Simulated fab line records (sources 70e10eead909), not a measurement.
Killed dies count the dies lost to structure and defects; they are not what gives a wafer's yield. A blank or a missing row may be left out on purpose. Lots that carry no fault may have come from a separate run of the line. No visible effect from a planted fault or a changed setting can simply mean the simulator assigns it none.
Which of the tools did it? | flow nand_harc | Sampling: 23 lots, 69 wafers, 6 of 1302 route steps

## WHAT THE GAUGES READ, wafer by wafer
NHARC_A_DECK1_JOINT_THK_MEAS_14: measures by ellipsometry. Usual: thk_nm at 50.6 nm, with a standard deviation of 1.5.
lot  | measured     | on            | thk_nm (nm)    | flag
L074 | day 11 06:01 | film_metro-01 | 51.6 48.5 48.8 |
L075 | day 11 15:13 | film_metro-01 | 49.7 49.9 50.2 |
L077 | day 12 19:55 | film_metro-01 | 50.2 51.1 50.3 |
L078 | day 12 19:55 | film_metro-02 | 50.1 50.3 51.1 |
L079 | day 13 09:32 | film_metro-01 | 50.1 49.9 50.2 |
L080 | day 13 23:23 | film_metro-02 | 49.8 52.1 49.3 |
L081 | day 14 07:49 | film_metro-01 | 50.5 51.7 48.9 |
L082 | day 14 07:49 | film_metro-02 | 52.1 51.3 49.0 |
L083 | day 15 05:40 | film_metro-01 | 51.1 53.3 52.8 |
L084 | day 15 13:39 | film_metro-02 | 48.1 48.5 48.1 |
L085 | day 15 17:50 | film_metro-02 | 50.9 50.1 52.4 |
L086 | day 16 04:11 | film_metro-02 | 50.4 50.4 51.8 |
L087 | day 16 09:43 | film_metro-01 | 51.4 52.4 50.9 |
L088 | day 17 14:34 | film_metro-02 | 52.1 51.4 53.5 |
L089 | day 17 14:34 | film_metro-01 | 48.5 50.2 50.2 |
L090 | day 17 22:29 | film_metro-02 | 49.7 49.5 51.5 |
L091 | day 17 22:29 | film_metro-01 | 51.6 51.1 50.6 |
L092 | day 19 11:45 | film_metro-02 | 49.6 50.2 50.6 |
L093 | day 19 11:45 | film_metro-01 | 48.8 49.3 51.2 |
L094 | day 19 11:46 | film_metro-01 | 48.9 53.2 51.4 |
L095 | day 20 05:55 | film_metro-02 | 49.9 49.7 52.0 |
L096 | day 20 05:54 | film_metro-01 | 49.2 50.6 53.5 |
L097 | day 20 15:34 | film_metro-02 | 48.2 50.7 50.3 |

## WHICH TOOL RAN EACH LOT (tool, then ch and the chambers of the sampled wafers, then the start)
lot  | NHARC_P_ZERO_WELL_ETCH_65          | NHARC_P_GATE_STRIP_75                | NHARC_P_M0_PVD_21                       | NHARC_P_BONDPAD_ETCH_37            | NHARC_A_CHANNEL_FILL_D1_STRIP_28
L074 | rie_diel-11 ch 0,3, day 1 21:22    | plasma_asher-02 ch 0,1, day 5 13:51  | pvd_sputter-03, day 6 14:07 or earlier  | rie_diel-09 ch 0,3, day 6 14:07    | rie_diel-13 ch 0,1,2, day 9 20:07
L075 | rie_diel-04 ch 1,2, day 2 07:29    | plasma_asher-02 ch 0,1, day 5 21:12  | pvd_sputter-01, day 6 22:14 or earlier  | rie_diel-03 ch 0,1,3, day 6 22:14  | rie_diel-06 ch 0,3, day 10 01:39
L077 | rie_diel-04 ch 0,2,3, day 3 03:30  | plasma_asher-02 ch 0,1, day 6 14:55  | pvd_sputter-03, day 7 16:08 or earlier  | rie_diel-09 ch 0,1,2, day 7 16:08  | rie_diel-06 ch 0,1, day 11 02:33
L078 | rie_diel-11 ch 0,1,3, day 3 13:22  | plasma_asher-02 ch 0,1, day 7 02:25  | pvd_sputter-03, day 8 02:41 or earlier  | rie_diel-12 ch 0,2, day 8 02:41    | rie_diel-13 ch 0,3, day 11 02:34
L079 | rie_diel-05 ch 1,2, day 3 23:22    | plasma_asher-02 ch 0,1, day 7 12:59  | pvd_sputter-01, day 8 13:39 or earlier  | rie_diel-09 ch 1,2,3, day 8 13:39  | rie_diel-06 ch 1,2, day 11 16:53
L080 | rie_diel-04 ch 0,1,2, day 4 09:38  | plasma_asher-02 ch 0,1, day 8 05:08  | pvd_sputter-02, day 9 05:35 or earlier  | rie_diel-09 ch 1,2,3, day 9 05:35  | rie_diel-10 ch 1,2,3, day 12 13:10
L081 | rie_diel-05 ch 0,1,3, day 4 19:32  | plasma_asher-01 ch 0,1, day 8 12:32  | pvd_sputter-02, day 9 13:40 or earlier  | rie_diel-12 ch 1,2,3, day 9 13:40  | rie_diel-10 ch 1,2,3, day 12 21:13
L082 | rie_diel-05 ch 0,3, day 5 05:22    | plasma_asher-02 ch 0,1, day 8 20:44  | pvd_sputter-01, day 9 21:10 or earlier  | rie_diel-12 ch 0,1,3, day 9 21:10  | rie_diel-06 ch 1,2,3, day 12 21:13
L083 | rie_diel-11 ch 0,1,3, day 5 15:23  | plasma_asher-02 ch 0,1, day 9 11:43  | pvd_sputter-02, day 10 11:53 or earlier | rie_diel-12 ch 0,2, day 10 11:53   | rie_diel-13 ch 0,1,2, day 13 19:05
L084 | rie_diel-11 ch 0,3, day 6 01:22    | plasma_asher-02 ch 0,1, day 9 19:22  | pvd_sputter-03, day 10 19:30 or earlier | rie_diel-09 ch 1,2, day 10 19:30   | rie_diel-13 ch 1,2, day 14 00:55
L085 | rie_diel-11 ch 0,3, day 6 11:42    | plasma_asher-01 ch 0,1, day 10 05:01 | pvd_sputter-03, day 11 05:37 or earlier | rie_diel-09 ch 0,1,3, day 11 05:37 | rie_diel-06 ch 0,1,3, day 14 07:26
L086 | rie_diel-05 ch 1,2, day 6 21:29    | plasma_asher-01 ch 0,1, day 10 08:31 | pvd_sputter-03, day 11 08:56 or earlier | rie_diel-12 ch 0,1,2, day 11 08:56 | rie_diel-06 ch 1,2, day 14 18:20
L087 | rie_diel-05 ch 0,3, day 7 07:23    | plasma_asher-02 ch 0,1, day 10 21:04 | pvd_sputter-02, day 11 21:32 or earlier | rie_diel-03 ch 0,3, day 11 21:32   | rie_diel-13 ch 1,2, day 14 23:26
L088 | rie_diel-11 ch 0,3, day 7 17:37    | plasma_asher-02 ch 0,1, day 11 22:09 | pvd_sputter-03, day 12 23:54 or earlier | rie_diel-12 ch 0,2, day 12 23:54   | rie_diel-06 ch 1,2, day 16 04:21
L089 | rie_diel-04 ch 0,1,2, day 8 03:41  | plasma_asher-01 ch 0,1, day 11 22:52 | pvd_sputter-01, day 13 00:58 or earlier | rie_diel-12 ch 2,3, day 13 00:58   | rie_diel-10 ch 0,1,2, day 16 04:21
L090 | rie_diel-05 ch 0,2,3, day 8 13:29  | plasma_asher-01 ch 0,1, day 12 08:44 | pvd_sputter-03, day 13 09:41 or earlier | rie_diel-03 ch 0,2,3, day 13 09:41 | rie_diel-10 ch 1,2, day 16 12:14
L091 | rie_diel-11 ch 1,2,3, day 8 23:29  | plasma_asher-01 ch 0,1, day 12 11:46 | pvd_sputter-03, day 13 12:19 or earlier | rie_diel-12 ch 1,2,3, day 13 12:19 | rie_diel-06 ch 0,2,3, day 16 12:14
L092 | rie_diel-04 ch 1,2,3, day 9 09:22  | plasma_asher-01 ch 0,1, day 13 02:37 | pvd_sputter-01, day 14 03:10 or earlier | rie_diel-09 ch 2,3, day 14 03:10   | rie_diel-06 ch 0,3, day 17 19:45
L093 | rie_diel-04 ch 1,2, day 9 19:34    | plasma_asher-01 ch 0,1, day 13 18:23 | pvd_sputter-03, day 14 18:38 or earlier | rie_diel-12 ch 2,3, day 14 18:38   | rie_diel-06 ch 0,1,3, day 18 00:07
L094 | rie_diel-11 ch 0,1, day 10 05:22   | plasma_asher-02 ch 0,1, day 13 18:55 | pvd_sputter-01, day 14 19:49 or earlier | rie_diel-03 ch 0,1,2, day 14 19:49 | rie_diel-10 ch 0,2, day 18 00:07
L095 | rie_diel-11 ch 0,2,3, day 10 15:23 | plasma_asher-01 ch 0,1, day 14 11:40 | pvd_sputter-01, day 15 12:16 or earlier | rie_diel-03 ch 0,3, day 15 12:16   | rie_diel-06 ch 1,2,3, day 18 19:15
L096 | rie_diel-11 ch 0,3, day 11 01:30   | plasma_asher-01 ch 0,1, day 14 15:40 | pvd_sputter-02, day 15 16:31 or earlier | rie_diel-12 ch 1,2, day 15 16:31   | rie_diel-13 ch 0,1,2, day 18 19:16
L097 | rie_diel-11 ch 0,3, day 11 11:22   | plasma_asher-01 ch 0,1, day 14 23:21 | pvd_sputter-02, day 15 23:46 or earlier | rie_diel-03 ch 1,2, day 15 23:46   | rie_diel-13 ch 0,1,2, day 19 05:28
- NHARC_P_ZERO_WELL_ETCH_65: etches the open film in N2/H2, target depth 80 nm, overetch 24 nm, time 87.88 s.
- NHARC_P_GATE_STRIP_75: strips in O2.
- NHARC_P_M0_PVD_21: deposits Cu, target thk 30 nm, time 20.49 s.
- NHARC_P_BONDPAD_ETCH_37: etches the open film in N2/H2, target depth 60 nm, overetch 18 nm, time 65.91 s.
- NHARC_A_CHANNEL_FILL_D1_STRIP_28: strips in O2, time 20 s.

## WHAT THE TOOLS THEMSELVES READ (means of the sampled wafers that have a number; where no wafer has one, the mark that the record gives instead)
NHARC_P_ZERO_WELL_ETCH_65. Usual: drypump_motor_current_A 5.9 A, standard deviation 0.44; oes_product_au 0.997 a.u., standard deviation 0.0092; rf_vpp_V 429.1 V, standard deviation 2.3; showerhead_plenum_p_Torr 1.99 Torr, standard deviation 0.072; throttle_valve_pct 14.172 %, standard deviation 0.009.
lot  | tool        | drypump_motor_current_A (A) | oes_product_au (a.u.) | rf_vpp_V (V) | showerhead_plenum_p_Torr (Torr) | throttle_valve_pct (%) | flag
L074 | rie_diel-11 | 5.7                         | 1.000                 | 428.8        | 1.95                            | 14.174                 |
L075 | rie_diel-04 | 5.6                         | 1.000                 | 430.4        | 2.05                            | 14.172                 |
L077 | rie_diel-04 | 5.9                         | 0.996                 | 430.6        | 2.02                            | 14.178                 |
L078 | rie_diel-11 | 5.8                         | 0.999                 | 428.6        | 1.98                            | 14.173                 |
L079 | rie_diel-05 | 5.6                         | 0.990                 | 430.3        | 2.02                            | 14.166                 |
L080 | rie_diel-04 | 6.0                         | 1.009                 | 431.1        | 2.08                            | 14.174                 |
L081 | rie_diel-05 | 5.9                         | 0.994                 | 428.4        | 1.96                            | 14.165                 |
L082 | rie_diel-05 | 6.1                         | 0.990                 | 427.0        | 1.95                            | 14.175                 |
L083 | rie_diel-11 | 5.8                         | 0.996                 | 428.9        | 1.98                            | 14.175                 |
L084 | rie_diel-11 | 5.7                         | 0.994                 | 428.1        | 1.94                            | 14.173                 |
L085 | rie_diel-11 | 6.0                         | 0.994                 | 429.6        | 1.99                            | 14.170                 |
L086 | rie_diel-05 | 5.9                         | 0.985                 | 431.2        | 2.06                            | 14.169                 |
L087 | rie_diel-05 | 6.4                         | 0.999                 | 428.1        | 1.94                            | 14.172                 |
L088 | rie_diel-11 | 5.7                         | 0.996                 | 427.4        | 1.94                            | 14.169                 |
L089 | rie_diel-04 | 5.9                         | 0.995                 | 431.9        | 2.07                            | 14.169                 |
L090 | rie_diel-05 | 6.2                         | 0.992                 | 429.0        | 1.99                            | 14.169                 |
L091 | rie_diel-11 | 5.6                         | 0.996                 | 428.5        | 1.94                            | 14.178                 |
L092 | rie_diel-04 | 5.6                         | 0.995                 | 430.6        | 2.00                            | 14.176                 |
L093 | rie_diel-04 | 5.6                         | 0.998                 | 429.6        | 2.03                            | 14.181                 |
L094 | rie_diel-11 | 6.0                         | 0.987                 | 429.5        | 2.01                            | 14.167                 |
L095 | rie_diel-11 | 5.7                         | 0.999                 | 426.7        | 1.94                            | 14.172                 |
L096 | rie_diel-11 | 5.7                         | 1.000                 | 427.6        | 1.93                            | 14.173                 |
L097 | rie_diel-11 | 5.9                         | 0.997                 | 427.6        | 1.98                            | 14.165                 |

NHARC_P_GATE_STRIP_75. Usual: drypump_motor_current_A 6.20 A, standard deviation 0.21; heater_power_w 339 W, standard deviation 37; temp_c 249.97 C, standard deviation 0.17.
lot  | tool            | drypump_motor_current_A (A) | heater_power_w (W) | temp_c (C) | flag
L074 | plasma_asher-02 | 6.40                        | 378                | 249.82     |
L075 | plasma_asher-02 | 6.40                        | 379                | 250.03     |
L077 | plasma_asher-02 | 6.33                        | 372                | 250.10     |
L078 | plasma_asher-02 | 6.36                        | 376                | 249.83     |
L079 | plasma_asher-02 | 6.39                        | 376                | 249.96     |
L080 | plasma_asher-02 | 6.40                        | 378                | 249.92     |
L081 | plasma_asher-01 | 6.07                        | 295                | 250.11     |
L082 | plasma_asher-02 | 6.39                        | 382                | 249.96     |
L083 | plasma_asher-02 | 6.40                        | 377                | 249.93     |
L084 | plasma_asher-02 | 6.36                        | 377                | 250.05     |
L085 | plasma_asher-01 | 5.99                        | 308                | 249.97     |
L086 | plasma_asher-01 | 6.05                        | 301                | 249.85     |
L087 | plasma_asher-02 | 6.35                        | 373                | 249.94     |
L088 | plasma_asher-02 | 6.42                        | 364                | 249.95     |
L089 | plasma_asher-01 | 6.06                        | 296                | 249.94     |
L090 | plasma_asher-01 | 6.06                        | 298                | 250.12     |
L091 | plasma_asher-01 | 6.08                        | 297                | 249.92     |
L092 | plasma_asher-01 | 6.09                        | 304                | 250.05     |
L093 | plasma_asher-01 | 5.97                        | 304                | 250.02     |
L094 | plasma_asher-02 | 6.40                        | 372                | 249.85     |
L095 | plasma_asher-01 | 6.08                        | 305                | 249.94     |
L096 | plasma_asher-01 | 5.96                        | 305                | 249.95     |
L097 | plasma_asher-01 | 6.07                        | 296                | 250.15     |

NHARC_P_M0_PVD_21. Usual: cathode_dc_power_W 4999.9 W, standard deviation 0.91; throttle_valve_pct 30.7 %, standard deviation 0.86.
lot  | tool           | cathode_dc_power_W (W) | throttle_valve_pct (%) | flag
L074 | pvd_sputter-03 | 4999.8                 | 31.2                   |
L075 | pvd_sputter-01 | 4999.9                 | 31.5                   |
L077 | pvd_sputter-03 | 4999.3                 | 30.8                   |
L078 | pvd_sputter-03 | 4999.4                 | 30.7                   |
L079 | pvd_sputter-01 | 5000.1                 | 30.3                   |
L080 | pvd_sputter-02 | 5000.9                 | 30.0                   |
L081 | pvd_sputter-02 | 5000.2                 | 30.6                   |
L082 | pvd_sputter-01 | 4999.4                 | 31.9                   |
L083 | pvd_sputter-02 | 5000.0                 | 30.3                   |
L084 | pvd_sputter-03 | 4999.1                 | 30.4                   |
L085 | pvd_sputter-03 | 4999.7                 | 30.4                   |
L086 | pvd_sputter-03 | 5000.0                 | 31.5                   |
L087 | pvd_sputter-02 | 4999.7                 | 30.7                   |
L088 | pvd_sputter-03 | 4999.8                 | 31.5                   |
L089 | pvd_sputter-01 | 5001.5                 | 30.1                   |
L090 | pvd_sputter-03 | 4999.5                 | 31.0                   |
L091 | pvd_sputter-03 | 5000.3                 | 30.8                   |
L092 | pvd_sputter-01 | 5000.3                 | 29.9                   |
L093 | pvd_sputter-03 | 5000.0                 | 31.0                   |
L094 | pvd_sputter-01 | 5000.5                 | 30.9                   |
L095 | pvd_sputter-01 | 4999.5                 | 30.3                   |
L096 | pvd_sputter-02 | 5000.6                 | 31.2                   |
L097 | pvd_sputter-02 | 4999.3                 | 30.1                   |

NHARC_P_BONDPAD_ETCH_37. Usual: drypump_motor_current_A 6.0 A, standard deviation 0.38; oes_product_au 0.999 a.u., standard deviation 0.0099; rf_vpp_V 430.9 V, standard deviation 2.3; showerhead_plenum_p_Torr 2.05 Torr, standard deviation 0.081; throttle_valve_pct 14.171 %, standard deviation 0.0088.
lot  | tool        | drypump_motor_current_A (A) | oes_product_au (a.u.) | rf_vpp_V (V) | showerhead_plenum_p_Torr (Torr) | throttle_valve_pct (%) | flag
L074 | rie_diel-09 | 6.3                         | 1.006                 | 429.3        | 1.97                            | 14.166                 |
L075 | rie_diel-03 | 5.7                         | 1.002                 | 428.5        | 1.99                            | 14.162                 |
L077 | rie_diel-09 | 6.3                         | 0.992                 | 430.7        | 2.04                            | 14.172                 |
L078 | rie_diel-12 | 5.9                         | 0.994                 | 433.4        | 2.12                            | 14.164                 |
L079 | rie_diel-09 | 6.2                         | 0.993                 | 430.7        | 2.05                            | 14.169                 |
L080 | rie_diel-09 | 6.2                         | 1.001                 | 430.7        | 2.05                            | 14.171                 |
L081 | rie_diel-12 | 5.8                         | 1.009                 | 432.2        | 2.10                            | 14.172                 |
L082 | rie_diel-12 | 6.0                         | 1.011                 | 433.2        | 2.12                            | 14.166                 |
L083 | rie_diel-12 | 6.0                         | 1.006                 | 433.5        | 2.13                            | 14.177                 |
L084 | rie_diel-09 | 6.1                         | 0.990                 | 431.7        | 2.09                            | 14.173                 |
L085 | rie_diel-09 | 6.3                         | 0.995                 | 429.5        | 2.01                            | 14.166                 |
L086 | rie_diel-12 | 6.1                         | 1.005                 | 433.6        | 2.15                            | 14.172                 |
L087 | rie_diel-03 | 5.4                         | 0.989                 | 427.6        | 1.96                            | 14.178                 |
L088 | rie_diel-12 | 5.9                         | 0.993                 | 432.2        | 2.12                            | 14.177                 |
L089 | rie_diel-12 | 5.4                         | 1.004                 | 430.5        | 2.04                            | 14.172                 |
L090 | rie_diel-03 | 5.7                         | 0.998                 | 428.7        | 1.97                            | 14.168                 |
L091 | rie_diel-12 | 5.8                         | 1.000                 | 432.3        | 2.10                            | 14.176                 |
L092 | rie_diel-09 | 6.2                         | 0.996                 | 430.8        | 2.04                            | 14.175                 |
L093 | rie_diel-12 | 5.4                         | 1.002                 | 430.2        | 2.04                            | 14.176                 |
L094 | rie_diel-03 | 5.8                         | 1.001                 | 429.7        | 2.03                            | 14.178                 |
L095 | rie_diel-03 | 5.6                         | 1.002                 | 427.0        | 1.93                            | 14.160                 |
L096 | rie_diel-12 | 5.9                         | 0.982                 | 433.2        | 2.13                            | 14.166                 |
L097 | rie_diel-03 | 6.1                         | 0.989                 | 430.6        | 2.05                            | 14.166                 |

NHARC_A_CHANNEL_FILL_D1_STRIP_28. Usual: drypump_motor_current_A 5.8 A, standard deviation 0.44; oes_product_au 1.001 a.u., standard deviation 0.0098; rf_vpp_V 58.0 V, standard deviation 0.87; showerhead_plenum_p_Torr 3.59 Torr, standard deviation 0.099; throttle_valve_pct 17.037 %, standard deviation 0.0088.
lot  | tool        | drypump_motor_current_A (A) | oes_product_au (a.u.) | rf_vpp_V (V) | showerhead_plenum_p_Torr (Torr) | throttle_valve_pct (%) | flag
L074 | rie_diel-13 | 5.7                         | 1.010                 | 58.0         | 3.59                            | 17.033                 |
L075 | rie_diel-06 | 5.8                         | 1.010                 | 57.3         | 3.61                            | 17.033                 |
L077 | rie_diel-06 | 5.6                         | 1.004                 | 57.9         | 3.65                            | 17.045                 |
L078 | rie_diel-13 | 5.8                         | 0.996                 | 57.4         | 3.50                            | 17.035                 |
L079 | rie_diel-06 | 5.9                         | 0.990                 | 58.7         | 3.63                            | 17.038                 |
L080 | rie_diel-10 | 6.0                         | 1.005                 | 57.5         | 3.51                            | 17.030                 |
L081 | rie_diel-10 | 6.0                         | 1.000                 | 57.5         | 3.51                            | 17.032                 |
L082 | rie_diel-06 | 6.1                         | 0.998                 | 58.0         | 3.62                            | 17.032                 |
L083 | rie_diel-13 | 5.7                         | 1.000                 | 58.4         | 3.59                            | 17.029                 |
L084 | rie_diel-13 | 5.5                         | 0.995                 | 58.4         | 3.67                            | 17.035                 |
L085 | rie_diel-06 | 5.8                         | 0.998                 | 57.7         | 3.64                            | 17.035                 |
L086 | rie_diel-06 | 6.3                         | 0.999                 | 57.3         | 3.58                            | 17.031                 |
L087 | rie_diel-13 | 5.5                         | 1.007                 | 58.5         | 3.66                            | 17.041                 |
L088 | rie_diel-06 | 5.9                         | 1.005                 | 58.7         | 3.63                            | 17.034                 |
L089 | rie_diel-10 | 5.8                         | 0.999                 | 57.6         | 3.55                            | 17.032                 |
L090 | rie_diel-10 | 6.0                         | 0.998                 | 58.2         | 3.41                            | 17.033                 |
L091 | rie_diel-06 | 6.2                         | 1.011                 | 58.2         | 3.58                            | 17.034                 |
L092 | rie_diel-06 | 5.9                         | 1.006                 | 57.5         | 3.60                            | 17.036                 |
L093 | rie_diel-06 | 5.8                         | 1.001                 | 58.3         | 3.63                            | 17.039                 |
L094 | rie_diel-10 | 5.7                         | 0.996                 | 57.8         | 3.45                            | 17.043                 |
L095 | rie_diel-06 | 6.1                         | 1.003                 | 58.0         | 3.61                            | 17.024                 |
L096 | rie_diel-13 | 5.7                         | 0.997                 | 57.7         | 3.59                            | 17.040                 |
L097 | rie_diel-13 | 5.7                         | 0.990                 | 57.4         | 3.59                            | 17.033                 |

## THE ANSWER, worked out from the rows above alone
Rule: a lot is off if the mean of its wafers that have a number lies more than 3 standard deviations from the usual mean. Also off: a lot with no number at a reading for which 4 or more lots have one. Where the step has rows for the other lots, those lots are counted as sound. The gauges are gone through in route order, then the tools' own readings, and for those a lot's mean is taken as printed above. At the first step where some lot is off, the reading lying furthest off is the one used; lots without a number count as furthest.
Nothing can be told from this: no lot is off at any reading shown.

## WHAT WAS PUT IN BY THE SIMULATOR
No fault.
